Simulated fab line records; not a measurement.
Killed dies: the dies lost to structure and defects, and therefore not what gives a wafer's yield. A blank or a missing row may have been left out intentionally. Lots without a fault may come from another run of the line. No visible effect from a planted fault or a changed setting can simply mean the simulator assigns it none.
fab line records	flow nand_harc	part 1 of 2: steps 1 to 26 of 35
record lots=5	wafers=15	last_day=34
route steps=1302 shown A_BONDPAD@1236 HYBRID_BOND@1237 THIN_TSV@1244
lots with no fault: from the same line, run without faults
start_h: hours from the record's first day to the start of the lot's first wafer shown	wait_h: how many hours have passed since the lot's step before this one	" as in the row above	L1.1+2: a row that stands for several wafers	- no value, or no start given	* or withheld: withheld	< > ~ a bound
route shown NAME@n: NAME is a module with steps in the file, n the number in the route of the first one	usual: the fault-free wafers' mean and standard deviation	same: alike in all rows	chamber/n: place in a boat	sites: readings site by site	_std_site: their standard deviation	_edge_site: inner sites' mean taken away from outer sites' mean	radius_mm: for every site, how far away it sits from the centre of the wafer	mask NAME#n: copy n	behind: the most recent tool/chamber to have shaped the wafer	hold: the reason the lot was held/the length of the hold in hours/how it ended	device: the transistor (n, p or np) that didn't switch	end of line: the tests these same wafers got at the end of their route	a step with no rows: only its recipe	killed: dies that structure and defects cost at the first sort, which is not the same as the wafer's yield	map: a wafer's dies, marking killed ones x, the rest . and places with no die _
set.NAME: the setting as run; set.NAME@STEP: as run at that earlier step	model.NAME: the simulator's own value behind a step, which no gauge read
certain route steps with their lots: each step a table, each wafer a row
services: the hour from which a tool's chamber was out of use, counted from the record's first day as start_h (under 0 if before that day), plus the number of hours and why
## steps
# step NHARC_A_BONDPAD_INSPECT_23
# usual raw_defect_count=528/100
lot.wafer	tool	chamber	start_h	wait_h	raw_defect_count
L079.1	defect_inspect-02	-	594.47	0.1	433
L079.2	"	-	"	"	541
L079.3	"	-	"	"	378
L082.1	defect_inspect-02	-	609.39	0.0	549
L082.3	"	-	"	"	460
L082.4	"	-	"	"	532
L084.1	defect_inspect-02	-	626.36	0.0	367
L084.3	"	-	"	"	412
L084.5	"	-	"	"	480
L091.2	defect_inspect-02	-	712.10	0.0	668
L091.5	"	-	"	"	466
L091.6	"	-	"	"	530
L097.2	defect_inspect-02	-	771.63	0.0	426
L097.3	"	-	"	"	445
L097.6	"	-	"	"	423
# step NHARC_HYBRID_BOND_ACTIVATE_00
# recipe time_s=60	n2_flow_sccm=200	ar_flow_sccm=0	bias_power_w=0	chemistry=N2
# usual drypump_motor_current_A=5.7/0.48	oes_product_au=0.998/0.0084	rf_vpp_V=64.3/0.87	showerhead_plenum_p_Torr=1.79/0.056
lot.wafer	tool	chamber	start_h	wait_h	drypump_motor_current_A	oes_product_au	rf_hours_counter_h	rf_vpp_V	showerhead_plenum_p_Torr
L079.1	rie_diel-07	0	594.54	0.1	5.3	0.996	10	64.4	1.74
L079.3	"	1	"	"	5.8	0.993	9	65.2	1.79
L079.2	"	2	"	"	5.1	0.994	9	64.6	1.73
L082.3	rie_diel-06	1	609.46	0.1	6.4	1.003	39	64.1	1.89
L082.1	"	2	"	"	6.4	1.014	37	63.1	1.79
L082.4	"	3	"	"	6.5	0.994	30	63.5	1.86
L084.3	rie_diel-07	0	626.45	0.1	5.3	1.000	12	64.8	1.74
L084.1	"	1	"	"	5.8	0.995	11	65.8	1.79
L084.5	"	2	"	"	5.1	0.992	-	63.4	1.73
L091.2	rie_diel-06	0	712.19	0.1	6.0	1.012	12	62.0	1.72
L091.5	"	2	"	"	6.4	1.004	-	64.5	1.78
L091.6	"	3	"	"	6.5	1.007	-	63.0	1.85
L097.3	rie_diel-07	0	771.69	0.1	5.3	1.006	7	64.2	1.74
L097.2	"	1	"	"	5.9	0.996	7	64.3	1.79
L097.6	"	1	"	"	5.9	0.999	-	63.4	1.79
# step NHARC_HYBRID_BOND_PRECLEAN_01
# recipe time_s=300	temp_c=23	chemistry=DIW
lot.wafer	tool	chamber	start_h	wait_h
L079.3+2+1	wet_bench-08	4,6,7	594.69	0.1
L082.3+4+1	wet_bench-08	5,1,2	609.60	0.1
L084.3+5+1	wet_bench-08	4,5,6	626.62	0.2
L091.5+6+2	wet_bench-08	3,5,6	712.33	0.1
L097.6+2+3	wet_bench-08	5,7,1	771.86	0.1
# step NHARC_HYBRID_BOND_SRD_02
# recipe time_s=30	temp_c=23	dry_time_s=20	spin_rpm=1500
lot.wafer	tool	chamber	start_h	wait_h
L079.3+2+1	wet_bench-08	4,6,7	-	-
L082.3+4+1	wet_bench-08	5,1,2	-	-
L084.3+5+1	wet_bench-08	4,5,6	-	-
L091.5+6+2	wet_bench-08	3,5,6	-	-
L097.6+2+3	wet_bench-08	5,7,1	-	-
# step NHARC_HYBRID_BOND_BOND_03
# recipe temp_c=25
lot.wafer	tool	chamber	start_h	wait_h
L079.1+2+3	wafer_bonder-01	0	594.94	-
L082.1+3+4	wafer_bonder-01	0	609.85	-
L084.1+3+5	wafer_bonder-01	0	626.83	-
L091.2+5+6	wafer_bonder-01	0	712.72	-
L097.2+3+6	wafer_bonder-01	0	772.25	-
# step NHARC_HYBRID_BOND_ANNEAL_04
# recipe temp_c=300	time_s=7200	ramp_up_c_per_min=5	ramp_down_c_per_min=3	idle_temp_c=100	pressure_atm=1
lot.wafer	tool	chamber	start_h	wait_h
L079.1+2+3	furnace-07	0	597.00	1.9
L082.1+3+4	furnace-03	0	614.16	4.2
L084.1+3+5	furnace-03	0	633.60	6.6
L091.2+5+6	furnace-03	0	716.88	4.0
L097.2+3+6	furnace-07	0	779.77	7.4
# step NHARC_HYBRID_BOND_OVL_MEAS_05
# usual overlay_x_nm=-1/29	overlay_y_nm=-2/34
lot.wafer	tool	chamber	start_h	wait_h	overlay_x_nm	overlay_y_nm
L079.1	overlay-01	-	601.70	0.4	-34	-34
L079.2	"	-	"	"	18	51
L079.3	"	-	"	"	51	-3
L082.1	overlay-01	-	618.89	0.4	69	38
L082.3	"	-	"	"	26	-33
L082.4	"	-	"	"	2	-78
L084.1	overlay-02	-	638.28	0.4	36	30
L084.3	"	-	"	"	-49	24
L084.5	"	-	"	"	-22	2
L091.2	overlay-01	-	721.68	0.4	-34	-2
L091.5	"	-	"	"	-13	-62
L091.6	"	-	"	"	20	-35
L097.2	overlay-01	-	784.47	0.4	-24	30
L097.3	"	-	"	"	-42	3
L097.6	"	-	"	"	-33	-31
# step NHARC_HYBRID_BOND_INSPECT_06
# recipe inspect_instrument=ir_void
# usual raw_defect_count=82/32
lot.wafer	tool	chamber	start_h	wait_h	raw_defect_count
L079.1	defect_inspect-02	-	601.75	0.0	55
L079.2	"	-	"	"	62
L079.3	"	-	"	"	45
L082.1	defect_inspect-01	-	618.94	0.0	117
L082.3	"	-	"	"	106
L082.4	"	-	"	"	112
L084.1	defect_inspect-01	-	638.33	0.0	31
L084.3	"	-	"	"	26
L084.5	"	-	"	"	28
L091.2	defect_inspect-02	-	721.73	0.1	94
L091.5	"	-	"	"	102
L091.6	"	-	"	"	109
L097.2	defect_inspect-02	-	784.52	0.1	68
L097.3	"	-	"	"	45
L097.6	"	-	"	"	63
# step NHARC_THIN_TSV_GRIND_00
# recipe target_thk_um=6
# usual head_pressure_psi=4.000/0.0081	motor_current_A=12.000/0.021
lot.wafer	tool	chamber	start_h	wait_h	head_pressure_psi	motor_current_A
L079.1	grinder-01	0	601.90	0.1	3.995	12.028
L079.2	"	0	"	"	3.982	12.028
L079.3	"	0	"	"	3.996	11.951
L082.1	grinder-01	0	619.09	0.1	3.988	12.023
L082.3	"	0	"	"	3.987	12.013
L082.4	"	0	"	"	3.984	12.012
L084.1	grinder-01	0	638.49	0.1	4.006	11.984
L084.3	"	0	"	"	3.989	11.973
L084.5	"	0	"	"	4.010	12.003
L091.2	grinder-01	0	722.08	0.3	4.004	11.990
L091.5	"	0	"	"	4.010	12.004
L091.6	"	0	"	"	4.002	12.015
L097.2	grinder-01	0	784.87	0.3	4.009	11.999
L097.3	"	0	"	"	3.988	11.985
L097.6	"	0	"	"	3.994	12.008
# step NHARC_THIN_TSV_CMP_01
# recipe target_thk_um=3
# usual motor_current_A=11.9/0.8
lot.wafer	tool	chamber	start_h	wait_h	motor_current_A
L079.3	cmp-02	0	603.12	0.6	11.3
L079.2	"	1	"	"	11.7
L079.1	"	2	"	"	12.4
L082.4	cmp-01	1	620.36	0.5	11.0
L082.3	"	2	"	"	11.5
L082.1	"	3	"	"	12.3
L084.1	cmp-01	2	639.78	1.1	12.2
L084.3	"	3	"	"	11.6
L084.5	"	1	"	"	12.0
L091.2	cmp-01	3	723.12	0.8	11.5
L091.5	"	2	"	"	11.6
L091.6	"	3	"	"	11.7
L097.3	cmp-03	0	785.91	0.6	11.0
L097.2	"	2	"	"	10.6
L097.6	"	0	"	"	11.1
# step NHARC_THIN_TSV_THK_MEAS_02
# recipe thk_meas_gauge=ir
# usual thk_nm=2979/230
lot.wafer	tool	chamber	start_h	wait_h	thk_nm
L079.1	film_metro-02	-	603.38	-	2722
L079.2	"	-	"	"	2782
L079.3	"	-	"	"	2741
L082.1	film_metro-01	-	620.60	-	2772
L082.3	"	-	"	"	2596
L082.4	"	-	"	"	2926
L084.1	film_metro-01	-	639.99	-	2927
L084.3	"	-	"	"	2762
L084.5	"	-	"	"	2968
L091.2	film_metro-02	-	723.36	0.2	3110
L091.5	"	-	"	"	3178
L091.6	"	-	"	"	3185
L097.2	film_metro-01	-	786.17	-	3144
L097.3	"	-	"	"	3175
L097.6	"	-	"	"	2821
# step NHARC_THIN_TSV_SRD_03
lot.wafer	tool	chamber	start_h	wait_h
L079.2+1+3	wet_bench-10	7,1,3	603.42	0.0
L082.1+4+3	wet_bench-10	5,7,0	620.64	0.0
L084.3+5+1	wet_bench-08	1,2,5	640.03	0.0
L091.5+6+2	wet_bench-08	5,6,7	723.41	0.0
L097.6+2+3	wet_bench-08	7,0,4	786.21	0.0
# step NHARC_THIN_TSV_PRECLEAN_41
# recipe time_s=*	temp_c=50	bath_age_min=0	chemistry=SC1
lot.wafer	tool	chamber	start_h	wait_h
L079.2+1+3	wet_bench-10	7,1,3	603.44	0.0
L082.1+4+3	wet_bench-10	5,7,0	620.67	0.0
L084.3+5+1	wet_bench-08	1,2,5	640.06	0.0
L091.5+6+2	wet_bench-08	5,6,7	723.43	0.0
L097.6+2+3	wet_bench-08	7,0,4	786.24	0.0
# step NHARC_THIN_TSV_SRD_42
lot.wafer	tool	chamber	start_h	wait_h
L079.2+1+3	wet_bench-10	7,1,3	-	-
L082.1+4+3	wet_bench-10	5,7,0	-	-
L084.3+5+1	wet_bench-08	1,2,5	-	-
L091.5+6+2	wet_bench-08	5,6,7	-	-
L097.6+2+3	wet_bench-08	7,0,4	-	-
# step NHARC_THIN_TSV_DEP_43
# recipe target_thk_a=13285	temp_c=withheld	pressure_torr=6.5	rf_w=900	teos_flow_sccm=161.4	flow_sccm=2650	target_thk_nm=1328.5	gas=O2	material=SiO2
# usual showerhead_vpp_V=1782/60	throttle_valve_pct=15.9/0.53
lot.wafer	tool	chamber	start_h	wait_h	showerhead_vpp_V	throttle_valve_pct
L079.2	pecvd-04	0	603.60	-	1766	15.9
L079.3	"	1	"	"	1744	15.3
L079.1	"	2	"	"	1728	17.0
L082.1	pecvd-01	0	621.05	-	1699	15.7
L082.3	"	2	"	"	1820	15.3
L082.4	"	1	"	"	1854	15.7
L084.1	pecvd-02	2	640.21	-	1844	15.6
L084.3	"	1	"	"	1719	16.3
L084.5	"	0	"	"	1740	16.1
L091.2	pecvd-02	1	723.58	-	1731	16.5
L091.5	"	2	"	"	1871	15.7
L091.6	"	0	"	"	1732	16.3
L097.2	pecvd-02	1	786.44	-	1723	15.9
L097.3	"	2	"	"	1872	15.8
L097.6	"	0	"	"	1727	15.9
# step NHARC_THIN_TSV_DEHYDRATE_04
# recipe temp_c=150	time_s=120
# usual chill_plate_temp_C=23.04/0.1	exhaust_pa=45.0/0.97
lot.wafer	tool	chamber	start_h	wait_h	chill_plate_temp_C	exhaust_pa
L079.1	litho_track-05	0	604.00	-	22.93	45.7
L079.2	"	0	"	"	22.84	45.0
L079.3	"	0	"	"	22.87	43.6
L082.1	litho_track-02	0	621.46	-	23.06	44.7
L082.3	"	0	"	"	22.94	44.0
L082.4	"	0	"	"	22.91	45.2
L084.1	litho_track-02	0	640.61	-	22.96	45.8
L084.3	"	0	"	"	23.07	45.1
L084.5	"	0	"	"	23.09	45.3
L091.2	litho_track-07	0	723.99	-	23.12	45.6
L091.5	"	0	"	"	22.95	45.5
L091.6	"	0	"	"	23.12	44.4
L097.2	litho_track-07	0	786.80	-	23.11	45.6
L097.3	"	0	"	"	23.05	45.0
L097.6	"	0	"	"	22.92	46.1
# step NHARC_THIN_TSV_HMDS_05
# recipe time_s=30
# usual chill_plate_temp_C=23.00/0.11	exhaust_pa=45.0/0.94
lot.wafer	tool	chamber	start_h	wait_h	chill_plate_temp_C	exhaust_pa
L079.1	litho_track-05	0	-	-	23.23	45.3
L079.2	"	0	"	"	22.92	44.9
L079.3	"	0	"	"	23.06	43.1
L082.1	litho_track-02	0	-	-	23.01	43.8
L082.3	"	0	"	"	23.07	44.7
L082.4	"	0	"	"	22.89	43.5
L084.1	litho_track-02	0	-	-	23.21	43.9
L084.3	"	0	"	"	23.07	45.4
L084.5	"	0	"	"	22.99	44.9
L091.2	litho_track-07	0	-	-	23.15	44.8
L091.5	"	0	"	"	23.14	44.7
L091.6	"	0	"	"	22.93	45.1
L097.2	litho_track-07	0	-	-	23.02	44.7
L097.3	"	0	"	"	22.92	46.0
L097.6	"	0	"	"	23.16	46.6
# step NHARC_THIN_TSV_COAT_06
# recipe spin_rpm=*
# usual chill_plate_temp_C=23.00/0.1	exhaust_pa=45.0/1
lot.wafer	tool	chamber	start_h	wait_h	chill_plate_temp_C	exhaust_pa
L079.1	litho_track-05	0	-	-	23.11	45.9
L079.2	"	0	"	"	23.03	45.2
L079.3	"	0	"	"	23.02	44.0
L082.1	litho_track-02	0	-	-	22.81	43.6
L082.3	"	0	"	"	23.05	44.1
L082.4	"	0	"	"	23.08	44.1
L084.1	litho_track-02	0	-	-	22.99	45.1
L084.3	"	0	"	"	22.99	44.6
L084.5	"	0	"	"	22.90	46.9
L091.2	litho_track-07	0	-	-	22.93	44.8
L091.5	"	0	"	"	22.90	45.4
L091.6	"	0	"	"	22.92	45.8
L097.2	litho_track-07	0	-	-	23.09	45.0
L097.3	"	0	"	"	22.92	44.0
L097.6	"	0	"	"	22.77	44.3
# step NHARC_THIN_TSV_SOFTBAKE_07
# recipe temp_c=122	time_s=95
# usual chill_plate_temp_C=23.00/0.12	exhaust_pa=45.0/0.87
lot.wafer	tool	chamber	start_h	wait_h	chill_plate_temp_C	exhaust_pa
L079.1	litho_track-05	0	-	-	23.08	44.9
L079.2	"	0	"	"	23.24	44.3
L079.3	"	0	"	"	23.06	45.0
L082.1	litho_track-02	0	-	-	22.94	43.0
L082.3	"	0	"	"	23.04	44.2
L082.4	"	0	"	"	22.87	43.8
L084.1	litho_track-02	0	-	-	22.85	44.9
L084.3	"	0	"	"	23.03	43.9
L084.5	"	0	"	"	22.83	46.7
L091.2	litho_track-07	0	-	-	23.02	45.7
L091.5	"	0	"	"	23.01	45.5
L091.6	"	0	"	"	22.95	45.5
L097.2	litho_track-07	0	-	-	23.21	45.9
L097.3	"	0	"	"	23.04	47.0
L097.6	"	0	"	"	22.95	46.8
# step NHARC_THIN_TSV_EBR_08
# usual chill_plate_temp_C=23.04/0.11	exhaust_pa=45.1/0.9
lot.wafer	tool	chamber	start_h	wait_h	chill_plate_temp_C	exhaust_pa
L079.1	litho_track-05	0	-	-	23.05	45.1
L079.2	"	0	"	"	23.01	44.9
L079.3	"	0	"	"	23.18	45.8
L082.1	litho_track-02	0	-	-	23.06	46.8
L082.3	"	0	"	"	23.16	45.7
L082.4	"	0	"	"	23.05	45.7
L084.1	litho_track-02	0	-	-	22.99	44.8
L084.3	"	0	"	"	22.93	44.4
L084.5	"	0	"	"	23.08	44.9
L091.2	litho_track-07	0	-	-	23.16	43.8
L091.5	"	0	"	"	23.15	43.6
L091.6	"	0	"	"	22.97	45.1
L097.2	litho_track-07	0	-	-	22.92	46.1
L097.3	"	0	"	"	23.06	46.0
L097.6	"	0	"	"	22.94	45.3
# step NHARC_THIN_TSV_EXPOSE_09
# recipe na=0.55	dose_mj=30.7	mask_id=TSV
# usual focus_offset_nm=0.1/0.57
# same na=0.55
lot.wafer	tool	chamber	start_h	wait_h	mask	focus_offset_nm
L079.1	krf_scanner-03	0	604.15	-	TSV#0	0.2
L079.2	"	0	"	"	TSV#0	1.0
L079.3	"	0	"	"	TSV#0	0.2
L082.1	krf_scanner-01	0	621.73	-	TSV#0	0.5
L082.3	"	0	"	"	TSV#0	0.4
L082.4	"	0	"	"	TSV#0	-0.4
L084.1	krf_scanner-01	0	640.76	-	TSV#0	-0.8
L084.3	"	0	"	"	TSV#0	-0.6
L084.5	"	0	"	"	TSV#0	-0.8
L091.2	krf_scanner-04	0	724.14	-	TSV#0	-0.2
L091.5	"	0	"	"	TSV#0	-1.2
L091.6	"	0	"	"	TSV#0	-0.8
L097.2	krf_scanner-04	0	787.07	-	TSV#0	0.8
L097.3	"	0	"	"	TSV#0	0.7
L097.6	"	0	"	"	TSV#0	0.1
# step NHARC_THIN_TSV_PEB_10
# recipe peb_temp_c=118	peb_time_s=85
# usual chill_plate_temp_C=22.99/0.1	exhaust_pa=44.9/0.96
lot.wafer	tool	chamber	start_h	wait_h	chill_plate_temp_C	exhaust_pa
L079.1	litho_track-05	0	604.21	0.1	23.01	43.4
L079.2	"	0	"	"	22.84	43.3
L079.3	"	0	"	"	22.97	44.4
L082.1	litho_track-02	0	621.80	0.1	23.12	45.7
L082.3	"	0	"	"	23.08	45.5
L082.4	"	0	"	"	23.02	45.4
L084.1	litho_track-02	0	640.82	0.1	23.05	45.2
L084.3	"	0	"	"	23.07	46.1
L084.5	"	0	"	"	23.04	46.8
L091.2	litho_track-05	0	724.20	0.1	22.87	43.6
L091.5	"	0	"	"	22.99	44.6
L091.6	"	0	"	"	22.98	44.0
L097.2	litho_track-02	0	787.13	0.1	22.92	46.4
L097.3	"	0	"	"	22.98	45.1
L097.6	"	0	"	"	23.03	45.2
# step NHARC_THIN_TSV_DEVELOP_11
# recipe time_s=70
# usual chill_plate_temp_C=22.99/0.11	exhaust_pa=44.9/0.94
lot.wafer	tool	chamber	start_h	wait_h	chill_plate_temp_C	exhaust_pa
L079.1	litho_track-05	0	-	-	23.04	44.0
L079.2	"	0	"	"	23.09	44.9
L079.3	"	0	"	"	23.03	43.3
L082.1	litho_track-02	0	-	-	22.98	46.0
L082.3	"	0	"	"	22.93	45.4
L082.4	"	0	"	"	22.96	45.6
L084.1	litho_track-02	0	-	-	22.91	45.6
L084.3	"	0	"	"	22.94	45.4
L084.5	"	0	"	"	22.97	45.4
L091.2	litho_track-05	0	-	-	23.07	44.1
L091.5	"	0	"	"	23.07	43.9
L091.6	"	0	"	"	23.20	43.2
L097.2	litho_track-02	0	-	-	23.05	44.0
L097.3	"	0	"	"	22.89	44.3
L097.6	"	0	"	"	23.02	44.6
# step NHARC_THIN_TSV_CD_MEAS_12
# recipe target_cd_nm=1000	landing_energy_ev=500
# usual cd_nm=1000.4/1.5
lot.wafer	tool	chamber	start_h	wait_h	cd_nm
L079.1	cd_sem-02	0	604.30	-	1001.3
L079.2	"	0	"	"	1003.4
L079.3	"	0	"	"	1003.3
L082.1	cd_sem-03	0	621.89	-	1000.4
L082.3	"	0	"	"	999.4
L082.4	"	0	"	"	1000.2
L084.1	cd_sem-03	0	640.91	-	1000.0
L084.3	"	0	"	"	999.1
L084.5	"	0	"	"	1000.7
L091.2	cd_sem-02	0	724.29	-	998.9
L091.5	"	0	"	"	997.6
L091.6	"	0	"	"	1001.3
L097.2	cd_sem-01	0	787.23	-	1002.1
L097.3	"	0	"	"	1001.2
L097.6	"	0	"	"	1000.7
# step NHARC_THIN_TSV_HARDBAKE_13
# recipe temp_c=125	time_s=80
# usual chill_plate_temp_C=22.98/0.1	exhaust_pa=45.1/0.83
lot.wafer	tool	chamber	start_h	wait_h	chill_plate_temp_C	exhaust_pa
L079.1	litho_track-02	0	604.38	-	23.08	44.5
L079.2	"	0	"	"	22.89	44.8
L079.3	"	0	"	"	22.93	43.7
L082.1	litho_track-05	0	621.97	-	22.98	45.3
L082.3	"	0	"	"	22.98	45.6
L082.4	"	0	"	"	23.09	45.6
L084.1	litho_track-02	0	640.99	-	22.75	45.3
L084.3	"	0	"	"	23.18	43.8
L084.5	"	0	"	"	23.00	45.2
L091.2	litho_track-07	0	724.37	-	23.05	45.6
L091.5	"	0	"	"	23.18	46.1
L091.6	"	0	"	"	23.09	44.4
L097.2	litho_track-05	0	787.31	-	23.14	43.7
L097.3	"	0	"	"	23.07	45.0
L097.6	"	0	"	"	23.04	44.6
# step NHARC_THIN_TSV_DESCUM_14
# recipe time_s=3	o2_flow_sccm=200	ar_flow_sccm=0	bias_power_w=0	chemistry=O2
# usual drypump_motor_current_A=5.8/0.47	oes_product_au=1.001/0.0077	rf_vpp_V=57.7/1	showerhead_plenum_p_Torr=1.88/0.084	throttle_valve_pct=11.311/0.0093
lot.wafer	tool	chamber	start_h	wait_h	drypump_motor_current_A	oes_product_au	rf_hours_counter_h	rf_vpp_V	showerhead_plenum_p_Torr	throttle_valve_pct
L079.2	rie_diel-08	0	604.47	-	6.3	1.007	1.9	57.2	1.81	11.318
L079.1	"	1	"	"	6.7	1.000	2.1	58.6	1.81	11.328
L079.3	"	3	"	"	5.6	0.995	2.0	57.7	2.02	11.310
L082.3	rie_diel-08	3	622.05	-	5.5	1.000	2.8	58.1	2.02	11.314
L082.1	"	0	"	"	6.4	1.004	2.7	57.6	1.81	11.319
L082.4	"	1	"	"	6.8	1.008	3.2	55.5	1.81	11.317
L084.1	rie_diel-08	2	641.08	-	5.6	0.996	4.0	58.1	1.87	11.290
L084.3	"	3	"	"	5.6	0.993	3.6	59.0	2.02	11.309
L084.5	"	2	"	"	5.6	0.999	-	58.4	1.87	11.328
L091.2	rie_diel-03	3	724.47	-	5.4	1.005	5.5	57.2	1.84	11.318
L091.5	"	0	"	"	6.3	1.003	-	57.2	1.80	11.302
L091.6	"	1	"	"	6.1	1.004	-	59.0	2.03	11.311
L097.3	rie_diel-03	1	787.38	-	6.1	1.001	9.7	60.7	2.03	11.307
L097.2	"	3	"	"	5.4	1.004	9.3	57.3	1.84	11.303
L097.6	"	0	"	"	6.3	1.007	-	58.2	1.80	11.311
